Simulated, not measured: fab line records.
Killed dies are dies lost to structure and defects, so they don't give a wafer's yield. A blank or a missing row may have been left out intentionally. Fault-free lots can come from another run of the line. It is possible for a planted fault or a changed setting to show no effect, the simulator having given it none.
Chamber matching    flow n5Finfet    N5_GATE_CUT_STRIP_42 on rieDiel-03: 4 sister chambers
The step strips in O2. 16 wafers are shown with their chamber, then 8 later ones without.

== WAFERS PAIRED WITH THEIR CHAMBERS ==
wafer   chamber  oesProductAu (a.u.)  showerheadPlenumPTorr (Torr)  drypumpMotorCurrentA (A)
L081.2  0        0.72                 2.18                          5.3
L081.4  2        0.70                 2.07                          4.8
L081.6  3        0.86                 2.12                          5.1
L083.1  1        0.71                 2.17                          5.1
L083.2  0        0.72                 2.17                          5.3
L083.6  1        0.71                 2.17                          5.2
L084.1  3        0.85                 2.12                          5.1
L084.2  2        0.70                 2.06                          4.8
L084.4  0        0.73                 2.17                          5.4
L088.1  3        0.84                 2.11                          5.1
L088.2  0        0.71                 2.17                          5.4
L088.3  1        0.71                 2.16                          5.2
L089.1  0        0.71                 2.17                          5.4
L089.2  3        0.84                 2.11                          5.1
L089.3  1        0.70                 2.16                          5.1
L089.4  1        0.71                 2.16                          5.2

SIGNATURES (averages over the wafers above)
reading                chamber 0  chamber 1  chamber 2  chamber 3  scatter within a chamber
oesProductAu           0.7180     0.7080     0.7000     0.8475     0.00727
showerheadPlenumPTorr  2.1720     2.1640     2.0650     2.1150     0.0054
drypumpMotorCurrentA   5.360      5.160      4.800      5.100      0.0447
Rule: for each reading, subtract the chamber's mean from the wafer's reading, divide by that reading's scatter and square the result; add these up over the readings and take the root, which gives the wafer's distance from the chamber. If the next closest chamber is less than 2 further off than the closest, the wafer can't be placed; otherwise it belongs to the closest. The scatter: take each reading less its chamber's mean, square it, sum over the shown wafers, divide by the number of wafers less the number of chambers, and take the root.

== WAFERS WHOSE CHAMBER IS MISSING ==
wafer   oesProductAu (a.u.)  showerheadPlenumPTorr (Torr)  drypumpMotorCurrentA (A)
L089.5  0.71                 2.17                          5.3
L089.6  0.84                 2.11                          5.1
L097.1  0.69                 2.15                          5.2
L097.2  0.93                 2.06                          4.8
L097.3  0.70                 2.16                          5.3
L097.4  0.69                 2.15                          5.2
L097.5  0.94                 2.06                          4.8
L097.6  0.69                 2.16                          5.3

== THE CHAMBER EACH PASSED THROUGH ==
wafer    from the rows above       in truth
L089.5   can't be placed: 0 or 1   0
L089.6   3                         3
L097.1   1                         1
L097.2   3                         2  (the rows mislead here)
L097.3   can't be placed: 1 or 0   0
L097.4   1                         1
L097.5   3                         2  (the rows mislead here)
L097.6   can't be placed: 1 or 0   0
Correctly placed: 3 of 8. Unplaceable from these rows: 3, with the true chamber sitting among the candidates in 3. 2 placed wrongly.
